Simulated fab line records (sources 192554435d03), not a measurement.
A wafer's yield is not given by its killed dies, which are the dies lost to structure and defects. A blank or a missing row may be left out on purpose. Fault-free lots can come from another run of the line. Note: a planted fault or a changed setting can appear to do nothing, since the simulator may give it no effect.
Split-lot study -- flow n5-finfet -- 39 wafers read from 7 lots, route of 1938 steps

== SPLIT DETAILS ==
At N5_BEOL_M5_TRENCH_ETCH_37 (etches SiCOH lowk in C4F6/O2, target depth 71.652 nm, time 24.7 s), the setting time-s was moved away from the recipe's 24.7 s on 15 of the 39 wafers read, by -48.5% to +55.2%. For the rest of the wafers, this setting stayed at what the recipe calls for.

== FROM THE SPLIT TO THE READING: what the file shows between them, 8 steps ==
- N5_BEOL_M5_ETCH_41: etches SiCN in CH3F/O2, target depth 31.5 nm, time 56.7 s
- N5_BEOL_M5_STRIP_91: strips in N2/H2, time 10 s
- N5_BEOL_M5_OCD_MEAS_38
- N5_BEOL_M5_HM_STRIP_39: strips TiN in peroxide tin strip, target depth 25 nm, time 158 s
- N5_BEOL_M5_SRD_40: time 30 s
- N5_BEOL_M5_ECD_50: material Cu, target thk 300 nm
- N5_BEOL_M5_ANNEAL_51: time 90 s
- N5_BEOL_M5_CMP_52: polishes, stops on SiCOH lowk, t overpolish 6.9 s, target thk 62 nm

== THE READING ==
M5_THK, in nm, at N5_BEOL_M5_THK_MEAS_53 (measures by xrf). A value of 62.4 nm with a standard deviation of 2.3 nm is what fault-free wafers of this fab line usually give.

wafer,"tool, chamber at the split","time-s as run, s",against the recipe,"M5_THK, nm",against lot-mates on the recipe
L075.1,"rie-diel-05, 2",24.7,recipe,65.0,-
L075.2,"rie-diel-05, 3",24.7,recipe,64.5,-
L075.3,"rie-diel-05, 0",24.7,recipe,63.9,-
L075.4,"rie-diel-05, 1",24.7,recipe,64.9,-
L075.5,"rie-diel-05, 0",24.7,recipe,66.4,-
L075.6,"rie-diel-05, 1",24.7,recipe,64.8,-
L077.1,"rie-diel-05, 3",19.21,-22.2%,45.0,-16.9
L077.2,"rie-diel-05, 1",19.21,-22.2%,45.2,-16.7
L077.3,"rie-diel-05, 2",24.7,recipe,61.2,-
L077.4,"rie-diel-05, 0",19.21,-22.2%,45.6,-16.3
L077.5,"rie-diel-05, 2",24.7,recipe,61.4,-
L077.6,"rie-diel-05, 1",24.7,recipe,63.2,-
L078.3,"rie-diel-02, 2",24.7,recipe,61.2,-
L078.4,"rie-diel-02, 3",24.7,recipe,62.2,-
L078.6,"rie-diel-02, 0",24.7,recipe,62.3,-
L079.1,"rie-diel-05, 3",34.48,+39.6%,88.0,+26.0
L079.2,"rie-diel-05, 2",34.48,+39.6%,89.6,+27.6
L079.3,"rie-diel-05, 1",24.7,recipe,66.4,-
L079.4,"rie-diel-05, 0",24.7,recipe,60.4,-
L079.5,"rie-diel-05, 0",34.48,+39.6%,87.7,+25.7
L079.6,"rie-diel-05, 3",24.7,recipe,59.2,-
L084.1,"rie-diel-03, 3",32.16,+30.2%,84.5,+19.9
L084.2,"rie-diel-03, 0",24.7,recipe,65.8,-
L084.3,"rie-diel-03, 1",32.16,+30.2%,88.2,+23.6
L084.4,"rie-diel-03, 2",24.7,recipe,64.6,-
L084.5,"rie-diel-03, 3",24.7,recipe,63.3,-
L084.6,"rie-diel-03, 2",32.16,+30.2%,86.5,+21.9
L092.1,"rie-diel-03, 3",12.71,-48.5%,27.7,-36.2
L092.2,"rie-diel-03, 1",24.7,recipe,67.2,-
L092.3,"rie-diel-03, 2",12.71,-48.5%,28.8,-35.1
L092.4,"rie-diel-03, 0",12.71,-48.5%,28.5,-35.4
L092.5,"rie-diel-03, 3",24.7,recipe,62.4,-
L092.6,"rie-diel-03, 2",24.7,recipe,62.0,-
L097.1,"rie-diel-03, 0",38.34,+55.2%,106.5,+40.6
L097.2,"rie-diel-03, 2",24.7,recipe,64.7,-
L097.3,"rie-diel-03, 3",38.34,+55.2%,103.8,+37.9
L097.4,"rie-diel-03, 1",24.7,recipe,66.6,-
L097.5,"rie-diel-03, 0",38.34,+55.2%,106.3,+40.4
L097.6,"rie-diel-03, 1",24.7,recipe,66.5,-

FIT RESULTS
A straight line over all 39 wafers: M5_THK changes by +0.73 nm for each +1% of time-s; r = +0.99; the points scatter about the line by 2.3 nm.
The same after taking each lot's own level away (the mean of its wafers on the recipe; 39 wafers): +0.716 nm for each +1%; r = +1.00; scatter 1.5 nm.
The reading moves by 40 nm for the largest change in time-s, on that fit.
The lots' own levels span 61.90 to 65.93 nm, that is 1.8 times the standard deviation above.
So the lot-to-lot level changes the slope little: the two slopes agree.
Check: +39.1 nm against its lot-mates is what the line predicts for one of the wafers moved furthest among these (+55.2%) when that wafer is left out of the fit. Against them it came out at +40.6 nm.

== THESE WAFERS: OTHER SPLITS ==
These wafers also went through other splits before the reading. Each is held against what the fit with the lots' levels taken away leaves over:
other split on the same wafers,wafers away from the commonest value,r with M5_THK (lot level and that fit taken away)
N5_BEOL_M3_TRENCH_ETCH_37 time-s,12,+0.12

== THE WHOLE CHAIN: every reading that the file lists as answering this split, in the file's order ==
step,what it does,reading,change (the file's fit),r (the file's)
N5_BEOL_M5_TRENCH_ETCH_37,"etches SiCOH lowk in C4F6/O2, target depth 71.652 nm, time 24.7 s","etch.depth-nm (the simulator's own value, which no gauge read)",+0.709 nm for each +1% of the setting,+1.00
N5_BEOL_M5_TRENCH_ETCH_37,"etches SiCOH lowk in C4F6/O2, target depth 71.652 nm, time 24.7 s","BEOL_M5.feature-depth-nm (the simulator's own value, which no gauge read)",+0.709 nm for each +1% of the setting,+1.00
N5_BEOL_M5_OCD_MEAS_38,,trench-depth-nm,+0.707 nm for each +1% of the setting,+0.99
N5_BEOL_M5_CMP_52,"polishes, stops on SiCOH lowk, t overpolish 6.9 s, target thk 62 nm","Cu_of_BEOL_M5_ECD_50.thk-nm (the simulator's own value, which no gauge read)",+0.704 nm for each +1% of the setting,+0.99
N5_BEOL_M5_THK_MEAS_53,measures by xrf,M5_THK,+0.715 for each +1% of the setting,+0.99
N5_BEOL_M5_RS_MEAS_57,measures by four-point-probe,M5_RS,"not straight: 1.069 at the lowest setting, 0.380 at the recipe, 0.212 at the highest",not given

== FILE'S OWN FIT ==
M5_THK changes by +0.715 nm for each +1% of time-s, r = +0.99.
